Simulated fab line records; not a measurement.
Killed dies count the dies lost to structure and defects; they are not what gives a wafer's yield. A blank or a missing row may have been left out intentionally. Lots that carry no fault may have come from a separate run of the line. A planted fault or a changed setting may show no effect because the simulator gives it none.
A sampling plan put to the test || flow nand_harc || one line in one fab, 37 faults in these records, each fault weighed on the records of the lots it struck
The line's own looks make up the plan; these are the steps of the route where a gauge or inspection reads the wafer and leaves it unchanged. Where struck wafers have a number at a look and the file lists that look's usual mean and standard deviation on fault-free wafers, the look can be judged. Caught: a look later than the fault's first step finds the struck wafers' mean 4 or more of those standard deviations (sigma) from the usual mean. On the tool: here the same test is run on the tool's own readings at the fault's steps. Caught also covers a different recipe on the struck wafers, or a record left blank for those wafers only.

## THE FAULTS, as the simulator had put them in
1. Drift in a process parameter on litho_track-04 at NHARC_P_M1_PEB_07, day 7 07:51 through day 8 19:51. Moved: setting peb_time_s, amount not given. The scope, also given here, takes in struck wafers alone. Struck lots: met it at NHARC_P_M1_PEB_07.
2. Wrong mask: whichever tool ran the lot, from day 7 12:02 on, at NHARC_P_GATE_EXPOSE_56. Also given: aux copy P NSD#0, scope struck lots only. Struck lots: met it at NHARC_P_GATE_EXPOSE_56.
3. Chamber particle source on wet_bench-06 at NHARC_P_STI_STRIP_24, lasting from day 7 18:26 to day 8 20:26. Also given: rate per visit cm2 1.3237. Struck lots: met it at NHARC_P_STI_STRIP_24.
4. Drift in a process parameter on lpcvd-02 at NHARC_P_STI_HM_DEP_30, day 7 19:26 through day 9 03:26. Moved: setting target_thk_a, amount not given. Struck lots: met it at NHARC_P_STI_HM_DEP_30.
5. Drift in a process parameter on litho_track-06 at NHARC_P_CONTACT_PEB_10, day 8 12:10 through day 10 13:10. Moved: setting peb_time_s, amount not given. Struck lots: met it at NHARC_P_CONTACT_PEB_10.
6. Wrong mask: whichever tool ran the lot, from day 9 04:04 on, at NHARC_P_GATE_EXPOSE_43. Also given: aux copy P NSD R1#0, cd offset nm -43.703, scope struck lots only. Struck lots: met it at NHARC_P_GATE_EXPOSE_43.
7. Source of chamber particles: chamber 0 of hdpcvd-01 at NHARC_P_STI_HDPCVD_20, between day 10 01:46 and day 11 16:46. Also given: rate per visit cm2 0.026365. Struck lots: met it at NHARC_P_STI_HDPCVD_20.
8. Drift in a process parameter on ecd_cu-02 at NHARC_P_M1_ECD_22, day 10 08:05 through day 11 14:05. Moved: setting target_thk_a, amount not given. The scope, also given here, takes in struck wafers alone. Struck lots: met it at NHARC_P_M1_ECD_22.
9. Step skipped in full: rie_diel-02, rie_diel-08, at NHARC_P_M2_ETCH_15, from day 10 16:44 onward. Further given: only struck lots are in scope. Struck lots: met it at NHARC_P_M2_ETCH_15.
10. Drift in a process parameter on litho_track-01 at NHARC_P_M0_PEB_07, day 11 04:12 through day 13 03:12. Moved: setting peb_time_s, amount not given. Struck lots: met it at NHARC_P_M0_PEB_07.
11. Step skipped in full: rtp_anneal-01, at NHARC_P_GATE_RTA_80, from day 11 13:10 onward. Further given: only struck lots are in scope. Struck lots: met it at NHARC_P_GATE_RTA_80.
12. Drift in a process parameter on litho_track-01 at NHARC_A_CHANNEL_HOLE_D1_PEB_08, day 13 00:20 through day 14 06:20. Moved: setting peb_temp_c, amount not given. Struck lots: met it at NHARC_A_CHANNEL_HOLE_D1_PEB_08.
13. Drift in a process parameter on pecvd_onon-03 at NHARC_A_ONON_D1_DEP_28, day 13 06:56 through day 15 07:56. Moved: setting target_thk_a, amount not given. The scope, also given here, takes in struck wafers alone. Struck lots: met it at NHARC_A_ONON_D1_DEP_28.
14. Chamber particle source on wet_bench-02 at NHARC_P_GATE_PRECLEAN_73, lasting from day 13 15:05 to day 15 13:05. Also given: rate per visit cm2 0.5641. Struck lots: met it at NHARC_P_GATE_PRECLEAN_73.
15. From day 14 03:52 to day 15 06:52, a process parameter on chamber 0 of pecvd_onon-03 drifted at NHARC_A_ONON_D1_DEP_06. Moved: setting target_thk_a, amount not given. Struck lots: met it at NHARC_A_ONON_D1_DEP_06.
16. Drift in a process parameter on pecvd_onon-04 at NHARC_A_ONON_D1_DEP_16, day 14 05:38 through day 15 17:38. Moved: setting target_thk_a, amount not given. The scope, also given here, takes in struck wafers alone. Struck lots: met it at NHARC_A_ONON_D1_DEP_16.
17. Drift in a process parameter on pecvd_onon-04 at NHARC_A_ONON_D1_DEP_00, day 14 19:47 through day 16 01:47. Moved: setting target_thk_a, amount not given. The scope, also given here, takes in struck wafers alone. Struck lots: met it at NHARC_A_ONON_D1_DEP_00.
18. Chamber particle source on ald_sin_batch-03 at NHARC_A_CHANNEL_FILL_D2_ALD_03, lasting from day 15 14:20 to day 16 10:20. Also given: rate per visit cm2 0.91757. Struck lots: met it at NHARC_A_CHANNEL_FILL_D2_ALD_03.
19. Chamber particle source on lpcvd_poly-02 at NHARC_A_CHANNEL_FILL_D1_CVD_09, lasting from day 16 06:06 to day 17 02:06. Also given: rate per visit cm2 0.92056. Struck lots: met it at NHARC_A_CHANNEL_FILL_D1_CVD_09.
20. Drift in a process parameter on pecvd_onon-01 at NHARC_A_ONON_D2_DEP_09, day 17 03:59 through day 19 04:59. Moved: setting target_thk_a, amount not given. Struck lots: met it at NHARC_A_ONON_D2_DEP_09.
21. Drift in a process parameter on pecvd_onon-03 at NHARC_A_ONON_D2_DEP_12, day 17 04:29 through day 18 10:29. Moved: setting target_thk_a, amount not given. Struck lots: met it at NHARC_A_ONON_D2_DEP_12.
22. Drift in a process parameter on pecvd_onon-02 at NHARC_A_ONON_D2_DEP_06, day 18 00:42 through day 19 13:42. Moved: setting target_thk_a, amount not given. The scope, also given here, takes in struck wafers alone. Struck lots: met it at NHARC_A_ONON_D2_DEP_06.
23. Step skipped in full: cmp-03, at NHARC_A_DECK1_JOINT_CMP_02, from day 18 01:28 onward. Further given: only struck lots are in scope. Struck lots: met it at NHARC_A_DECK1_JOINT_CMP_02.
24. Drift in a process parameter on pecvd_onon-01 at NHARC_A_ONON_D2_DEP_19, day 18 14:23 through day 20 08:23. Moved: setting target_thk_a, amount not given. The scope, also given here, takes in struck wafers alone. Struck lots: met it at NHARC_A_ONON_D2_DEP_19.
25. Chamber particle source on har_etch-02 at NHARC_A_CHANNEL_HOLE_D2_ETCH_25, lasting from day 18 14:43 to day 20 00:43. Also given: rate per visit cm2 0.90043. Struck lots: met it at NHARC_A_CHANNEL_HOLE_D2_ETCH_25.
26. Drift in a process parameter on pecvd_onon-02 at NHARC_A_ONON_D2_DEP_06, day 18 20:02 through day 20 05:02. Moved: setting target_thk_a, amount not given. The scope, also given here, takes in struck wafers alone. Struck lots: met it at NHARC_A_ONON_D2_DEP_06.
27. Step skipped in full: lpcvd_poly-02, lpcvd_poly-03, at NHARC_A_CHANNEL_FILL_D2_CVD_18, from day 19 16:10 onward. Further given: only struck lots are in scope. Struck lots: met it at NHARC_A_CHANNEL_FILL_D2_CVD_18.
28. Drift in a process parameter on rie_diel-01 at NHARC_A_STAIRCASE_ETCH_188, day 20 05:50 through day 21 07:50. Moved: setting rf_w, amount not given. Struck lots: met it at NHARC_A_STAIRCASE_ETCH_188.
29. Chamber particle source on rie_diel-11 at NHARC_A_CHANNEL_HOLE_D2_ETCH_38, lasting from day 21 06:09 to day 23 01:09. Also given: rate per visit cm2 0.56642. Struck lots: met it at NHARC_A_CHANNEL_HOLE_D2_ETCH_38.
30. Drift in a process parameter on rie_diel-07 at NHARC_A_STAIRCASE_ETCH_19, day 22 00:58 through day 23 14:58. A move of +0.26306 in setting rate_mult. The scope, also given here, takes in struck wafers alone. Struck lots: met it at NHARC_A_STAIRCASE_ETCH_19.
31. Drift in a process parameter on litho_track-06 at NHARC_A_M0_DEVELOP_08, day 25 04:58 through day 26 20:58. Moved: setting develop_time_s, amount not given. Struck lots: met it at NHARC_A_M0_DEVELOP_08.
32. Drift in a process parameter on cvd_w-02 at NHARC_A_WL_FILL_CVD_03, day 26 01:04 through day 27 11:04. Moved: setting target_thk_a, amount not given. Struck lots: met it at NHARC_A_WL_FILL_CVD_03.
33. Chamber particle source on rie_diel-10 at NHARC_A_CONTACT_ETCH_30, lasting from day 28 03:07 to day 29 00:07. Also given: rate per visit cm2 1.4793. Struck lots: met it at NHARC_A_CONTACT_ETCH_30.
34. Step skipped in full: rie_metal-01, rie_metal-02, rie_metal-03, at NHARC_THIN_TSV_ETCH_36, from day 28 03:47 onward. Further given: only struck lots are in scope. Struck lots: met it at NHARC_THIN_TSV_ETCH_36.
35. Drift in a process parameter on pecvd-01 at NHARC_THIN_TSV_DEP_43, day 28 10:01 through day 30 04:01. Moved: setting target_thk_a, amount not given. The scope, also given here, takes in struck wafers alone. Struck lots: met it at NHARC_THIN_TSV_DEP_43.
36. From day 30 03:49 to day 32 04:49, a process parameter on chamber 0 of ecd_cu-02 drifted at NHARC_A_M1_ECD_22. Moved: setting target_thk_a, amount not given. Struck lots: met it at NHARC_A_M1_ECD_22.
37. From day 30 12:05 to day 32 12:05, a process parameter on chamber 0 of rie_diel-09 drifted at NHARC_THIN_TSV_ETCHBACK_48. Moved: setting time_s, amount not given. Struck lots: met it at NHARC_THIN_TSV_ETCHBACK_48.

## WHAT THE PLAN SAW
{"fault": 1, "on the tool itself": "heater_power_total_W +34 sigma", "first look that catches it": "NHARC_P_M1_CD_MEAS_09", "reading, sigma": "cd_nm -9.7", "median hours from its first step to that look": 0.1, "hours from the fault's start to the first struck lot there": 2, "judged looks passed uncaught": 0}
{"fault": 2, "on the tool itself": "no reading that can be judged", "first look that catches it": "NHARC_END_SORT_01", "reading, sigma": "killed_at_periphery +99 or beyond", "median hours from its first step to that look": 448.6, "hours from the fault's start to the first struck lot there": 447, "judged looks passed uncaught": 0}
{"fault": 3, "on the tool itself": "no reading that can be judged", "first look that catches it": "NHARC_P_STI_INSPECT_25", "reading, sigma": "raw_defect_count +8.5", "median hours from its first step to that look": 8.1, "hours from the fault's start to the first struck lot there": 16, "judged looks passed uncaught": 0}
{"fault": 4, "on the tool itself": "under 2 sigma", "first look that catches it": "NHARC_END_SORT_01", "reading, sigma": "killed_at_periphery +99 or beyond", "median hours from its first step to that look": 526.0, "hours from the fault's start to the first struck lot there": 524, "judged looks passed uncaught": 0}
{"fault": 5, "on the tool itself": "under 2 sigma", "first look that catches it": "NHARC_P_CONTACT_CD_MEAS_12", "reading, sigma": "cd_nm +10", "median hours from its first step to that look": 0.1, "hours from the fault's start to the first struck lot there": 17, "judged looks passed uncaught": 0}
{"fault": 6, "on the tool itself": "under 2 sigma", "first look that catches it": "NHARC_P_GATE_CD_MEAS_46", "reading, sigma": "cd_nm -29", "median hours from its first step to that look": 0.2, "hours from the fault's start to the first struck lot there": 7, "judged looks passed uncaught": 0}
{"fault": 7, "on the tool itself": "no reading that can be judged", "first look that catches it": "NHARC_END_SORT_01", "reading, sigma": "killed_at_periphery +5.0", "median hours from its first step to that look": 508.5, "hours from the fault's start to the first struck lot there": 497, "judged looks passed uncaught": 0}
{"fault": 8, "on the tool itself": "no reading that can be judged", "first look that catches it": "no look after it can be judged", "reading, sigma": "-", "median hours from its first step to that look": "-", "hours from the fault's start to the first struck lot there": "-", "judged looks passed uncaught": 0}
{"fault": 9, "on the tool itself": "the tool's record is blank for the struck wafers", "first look that catches it": "NHARC_END_SORT_01", "reading, sigma": "killed_at_periphery +99 or beyond", "median hours from its first step to that look": 433.6, "hours from the fault's start to the first struck lot there": 428, "judged looks passed uncaught": 0}
{"fault": 10, "on the tool itself": "under 2 sigma", "first look that catches it": "NHARC_P_M0_CD_MEAS_09", "reading, sigma": "cd_nm +7.1", "median hours from its first step to that look": 0.1, "hours from the fault's start to the first struck lot there": 5, "judged looks passed uncaught": 0}
{"fault": 11, "on the tool itself": "the tool's record is blank for the struck wafers", "first look that catches it": "NHARC_END_SORT_01", "reading, sigma": "killed_at_periphery +99 or beyond", "median hours from its first step to that look": 463.4, "hours from the fault's start to the first struck lot there": 469, "judged looks passed uncaught": 0}
{"fault": 12, "on the tool itself": "plate_temp_C +5.7 sigma", "first look that catches it": "none of the 2 looks that can be judged after it", "reading, sigma": "strongest: cd_nm at NHARC_A_CHANNEL_HOLE_D1_CD_MEAS_10, +3.4", "median hours from its first step to that look": "-", "hours from the fault's start to the first struck lot there": "-", "judged looks passed uncaught": 2}
{"fault": 13, "on the tool itself": "under 2 sigma", "first look that catches it": "NHARC_A_ONON_D1_THK_MEAS_30", "reading, sigma": "thk_nm +60", "median hours from its first step to that look": 0.4, "hours from the fault's start to the first struck lot there": 6, "judged looks passed uncaught": 0}
{"fault": 14, "on the tool itself": "no reading that can be judged", "first look that catches it": "NHARC_P_GATE_INSPECT_68", "reading, sigma": "raw_defect_count +4.9", "median hours from its first step to that look": 17.6, "hours from the fault's start to the first struck lot there": 27, "judged looks passed uncaught": 0}
{"fault": 15, "on the tool itself": "no reading that can be judged", "first look that catches it": "NHARC_A_ONON_D1_THK_MEAS_08", "reading, sigma": "thk_nm +48", "median hours from its first step to that look": 0.5, "hours from the fault's start to the first struck lot there": 4, "judged looks passed uncaught": 0}
{"fault": 16, "on the tool itself": "no reading that can be judged", "first look that catches it": "NHARC_A_ONON_D1_THK_MEAS_18", "reading, sigma": "thk_nm +44", "median hours from its first step to that look": 0.5, "hours from the fault's start to the first struck lot there": 20, "judged looks passed uncaught": 0}
{"fault": 17, "on the tool itself": "no reading that can be judged", "first look that catches it": "NHARC_A_ONON_D1_THK_MEAS_02", "reading, sigma": "thk_nm +50", "median hours from its first step to that look": 0.4, "hours from the fault's start to the first struck lot there": 5, "judged looks passed uncaught": 0}
{"fault": 18, "on the tool itself": "under 2 sigma", "first look that catches it": "NHARC_END_SORT_01", "reading, sigma": "killed_dies +4.2", "median hours from its first step to that look": 256.7, "hours from the fault's start to the first struck lot there": 253, "judged looks passed uncaught": 1}
{"fault": 19, "on the tool itself": "under 2 sigma", "first look that catches it": "NHARC_END_SORT_01", "reading, sigma": "killed_dies +4.5", "median hours from its first step to that look": 347.3, "hours from the fault's start to the first struck lot there": 356, "judged looks passed uncaught": 0}
{"fault": 20, "on the tool itself": "under 2 sigma", "first look that catches it": "NHARC_A_ONON_D2_THK_MEAS_11", "reading, sigma": "thk_nm +5.4", "median hours from its first step to that look": 0.5, "hours from the fault's start to the first struck lot there": 9, "judged looks passed uncaught": 0}
{"fault": 21, "on the tool itself": "no reading that can be judged", "first look that catches it": "NHARC_A_ONON_D2_THK_MEAS_14", "reading, sigma": "thk_nm -7.4", "median hours from its first step to that look": 0.5, "hours from the fault's start to the first struck lot there": 9, "judged looks passed uncaught": 0}
{"fault": 22, "on the tool itself": "under 2 sigma", "first look that catches it": "NHARC_A_ONON_D2_THK_MEAS_08", "reading, sigma": "thk_nm -11", "median hours from its first step to that look": 0.4, "hours from the fault's start to the first struck lot there": 13, "judged looks passed uncaught": 0}
{"fault": 23, "on the tool itself": "the tool's record is blank for the struck wafers", "first look that catches it": "NHARC_END_SORT_01", "reading, sigma": "killed_dies +30", "median hours from its first step to that look": 308.4, "hours from the fault's start to the first struck lot there": 313, "judged looks passed uncaught": 0}
{"fault": 24, "on the tool itself": "no reading that can be judged", "first look that catches it": "NHARC_A_ONON_D2_THK_MEAS_21", "reading, sigma": "thk_nm +8.3", "median hours from its first step to that look": 0.4, "hours from the fault's start to the first struck lot there": 9, "judged looks passed uncaught": 0}
{"fault": 25, "on the tool itself": "under 2 sigma", "first look that catches it": "NHARC_A_CHANNEL_HOLE_D2_INSPECT_40", "reading, sigma": "raw_defect_count +5.5", "median hours from its first step to that look": 2.5, "hours from the fault's start to the first struck lot there": 8, "judged looks passed uncaught": 0}
{"fault": 26, "on the tool itself": "under 2 sigma", "first look that catches it": "NHARC_A_ONON_D2_THK_MEAS_08", "reading, sigma": "thk_nm -73", "median hours from its first step to that look": 0.5, "hours from the fault's start to the first struck lot there": 7, "judged looks passed uncaught": 0}
{"fault": 27, "on the tool itself": "the tool's record is blank for the struck wafers", "first look that catches it": "NHARC_END_SORT_01", "reading, sigma": "killed_dies +30", "median hours from its first step to that look": 254.7, "hours from the fault's start to the first struck lot there": 241, "judged looks passed uncaught": 0}
{"fault": 28, "on the tool itself": "rf_fwd_power_W +80 sigma", "first look that catches it": "NHARC_END_SORT_01", "reading, sigma": "killed_dies +30", "median hours from its first step to that look": 204.7, "hours from the fault's start to the first struck lot there": 199, "judged looks passed uncaught": 0}
{"fault": 29, "on the tool itself": "under 2 sigma", "first look that catches it": "NHARC_A_CHANNEL_HOLE_D2_INSPECT_40", "reading, sigma": "raw_defect_count +4.1", "median hours from its first step to that look": 6.9, "hours from the fault's start to the first struck lot there": 21, "judged looks passed uncaught": 0}
{"fault": 30, "on the tool itself": "oes_product_au +16 sigma", "first look that catches it": "NHARC_END_SORT_01", "reading, sigma": "killed_dies +24", "median hours from its first step to that look": 207.3, "hours from the fault's start to the first struck lot there": 211, "judged looks passed uncaught": 0}
{"fault": 31, "on the tool itself": "no reading that can be judged", "first look that catches it": "none of the 2 looks that can be judged after it", "reading, sigma": "strongest: cd_nm at NHARC_A_M0_CD_MEAS_09, +3.1", "median hours from its first step to that look": "-", "hours from the fault's start to the first struck lot there": "-", "judged looks passed uncaught": 2}
{"fault": 32, "on the tool itself": "under 2 sigma", "first look that catches it": "NHARC_END_SORT_01", "reading, sigma": "killed_dies +22", "median hours from its first step to that look": 107.9, "hours from the fault's start to the first struck lot there": 121, "judged looks passed uncaught": 0}
{"fault": 33, "on the tool itself": "under 2 sigma", "first look that catches it": "not the one look that can be judged after it", "reading, sigma": "strongest: killed_dies at NHARC_END_SORT_01, +3.4", "median hours from its first step to that look": "-", "hours from the fault's start to the first struck lot there": "-", "judged looks passed uncaught": 1}
{"fault": 34, "on the tool itself": "the tool's record is blank for the struck wafers", "first look that catches it": "NHARC_END_SORT_01", "reading, sigma": "killed_at_other +99 or beyond", "median hours from its first step to that look": 11.4, "hours from the fault's start to the first struck lot there": 9, "judged looks passed uncaught": 0}
{"fault": 35, "on the tool itself": "under 2 sigma", "first look that catches it": "NHARC_END_SORT_01", "reading, sigma": "killed_at_other +99 or beyond", "median hours from its first step to that look": 16.5, "hours from the fault's start to the first struck lot there": 29, "judged looks passed uncaught": 2}
{"fault": 36, "on the tool itself": "under 2 sigma", "first look that catches it": "not the one look that can be judged after it", "reading, sigma": "-", "median hours from its first step to that look": "-", "hours from the fault's start to the first struck lot there": "-", "judged looks passed uncaught": 1}
{"fault": 37, "on the tool itself": "run_length_s -99 or beyond sigma", "first look that catches it": "NHARC_END_SORT_01", "reading, sigma": "killed_at_other +99 or beyond", "median hours from its first step to that look": 17.5, "hours from the fault's start to the first struck lot there": 23, "judged looks passed uncaught": 0}
A dash: the fault is not caught, or the number is missing from these records.

Caught at a look: 32 of 37. Caught on the tool: 10 of 37. By one or the other: 33 of 37.
Caught on the tool alone: fault 12.
Caught at a look alone: faults 2, 3, 4, 5, 6, 7, 10, 13, 14, 15, 16, 17, 18, 19, 20, 21, 22, 24, 25, 26, 29, 32, 35.
Caught by neither: faults 8, 31, 33, 36.

## THINNER SAMPLING
Were the look that catches a fault to measure just every second or every third lot (counted by lot number), the first struck lot would, at worst, be measured this late:
{"fault": 1, "struck lots at that look, in order of time": "L874, L875, L876", "every lot": "2 h", "every second lot": "19 h", "every third lot": "19 h"}
{"fault": 2, "struck lots at that look, in order of time": "L161", "every lot": "447 h", "every second lot": "may miss it", "every third lot": "may miss it"}
{"fault": 3, "struck lots at that look, in order of time": "L792, L793", "every lot": "16 h", "every second lot": "30 h", "every third lot": "may miss all 2"}
{"fault": 4, "struck lots at that look, in order of time": "L543, L544", "every lot": "524 h", "every second lot": "526 h", "every third lot": "may miss all 2"}
{"fault": 5, "struck lots at that look, in order of time": "L354, L355", "every lot": "17 h", "every second lot": "31 h", "every third lot": "may miss all 2"}
{"fault": 6, "struck lots at that look, in order of time": "L545", "every lot": "7 h", "every second lot": "may miss it", "every third lot": "may miss it"}
{"fault": 7, "struck lots at that look, in order of time": "L772, L773", "every lot": "497 h", "every second lot": "524 h", "every third lot": "may miss all 2"}
{"fault": 9, "struck lots at that look, in order of time": "L306, L307", "every lot": "428 h", "every second lot": "455 h", "every third lot": "may miss all 2"}
{"fault": 10, "struck lots at that look, in order of time": "L612, L616", "every lot": "5 h", "every second lot": "may miss all 2", "every third lot": "may miss all 2"}
{"fault": 11, "struck lots at that look, in order of time": "L920, L919", "every lot": "469 h", "every second lot": "477 h", "every third lot": "may miss all 2"}
{"fault": 13, "struck lots at that look, in order of time": "L379, L380", "every lot": "6 h", "every second lot": "26 h", "every third lot": "may miss all 2"}
{"fault": 14, "struck lots at that look, in order of time": "L100, L101", "every lot": "27 h", "every second lot": "35 h", "every third lot": "may miss all 2"}
{"fault": 15, "struck lots at that look, in order of time": "L259, L261", "every lot": "4 h", "every second lot": "may miss all 2", "every third lot": "may miss all 2"}
{"fault": 16, "struck lots at that look, in order of time": "L564, L565", "every lot": "20 h", "every second lot": "32 h", "every third lot": "may miss all 2"}
{"fault": 17, "struck lots at that look, in order of time": "L814, L815, L816", "every lot": "5 h", "every second lot": "24 h", "every third lot": "29 h"}
{"fault": 18, "struck lots at that look, in order of time": "L867, L868, L869", "every lot": "253 h", "every second lot": "253 h", "every third lot": "259 h"}
{"fault": 19, "struck lots at that look, in order of time": "L276, L275", "every lot": "356 h", "every second lot": "365 h", "every third lot": "may miss all 2"}
{"fault": 20, "struck lots at that look, in order of time": "L728, L730", "every lot": "9 h", "every second lot": "may miss all 2", "every third lot": "may miss all 2"}
{"fault": 21, "struck lots at that look, in order of time": "L341, L342", "every lot": "9 h", "every second lot": "15 h", "every third lot": "may miss all 2"}
{"fault": 22, "struck lots at that look, in order of time": "L323, L324", "every lot": "13 h", "every second lot": "26 h", "every third lot": "may miss all 2"}
{"fault": 23, "struck lots at that look, in order of time": "L912, L911", "every lot": "313 h", "every second lot": "321 h", "every third lot": "may miss all 2"}
{"fault": 24, "struck lots at that look, in order of time": "L741, L744", "every lot": "9 h", "every second lot": "24 h", "every third lot": "may miss all 2"}
{"fault": 25, "struck lots at that look, in order of time": "L928, L929", "every lot": "8 h", "every second lot": "24 h", "every third lot": "may miss all 2"}
{"fault": 26, "struck lots at that look, in order of time": "L696, L697, L698", "every lot": "7 h", "every second lot": "12 h", "every third lot": "26 h"}
{"fault": 27, "struck lots at that look, in order of time": "L600, L602, L601", "every lot": "241 h", "every second lot": "282 h", "every third lot": "282 h"}
{"fault": 28, "struck lots at that look, in order of time": "L299, L300", "every lot": "199 h", "every second lot": "226 h", "every third lot": "may miss all 2"}
{"fault": 29, "struck lots at that look, in order of time": "L311, L312", "every lot": "21 h", "every second lot": "37 h", "every third lot": "may miss all 2"}
{"fault": 30, "struck lots at that look, in order of time": "L608, L611", "every lot": "211 h", "every second lot": "262 h", "every third lot": "may miss all 2"}
{"fault": 32, "struck lots at that look, in order of time": "L945, L944", "every lot": "121 h", "every second lot": "130 h", "every third lot": "may miss all 2"}
{"fault": 34, "struck lots at that look, in order of time": "L352, L351, L354", "every lot": "9 h", "every second lot": "26 h", "every third lot": "may miss all 3"}
{"fault": 35, "struck lots at that look, in order of time": "L510, L514", "every lot": "29 h", "every second lot": "may miss all 2", "every third lot": "may miss all 2"}
{"fault": 37, "struck lots at that look, in order of time": "L505, L509", "every lot": "23 h", "every second lot": "may miss all 2", "every third lot": "may miss all 2"}
Hours: fault start to first struck lot measured. Since the struck wafers were tested as one group against 4 sigma, a single lot by itself may lie under the limit. Other struck lots may not be in these records.

## THE LONGEST TIMED WAY FROM STEP TO LOOK
Fault 4: a median of 526.0 hours passes between NHARC_P_STI_HM_DEP_30 and NHARC_END_SORT_01. No look between them can be judged.
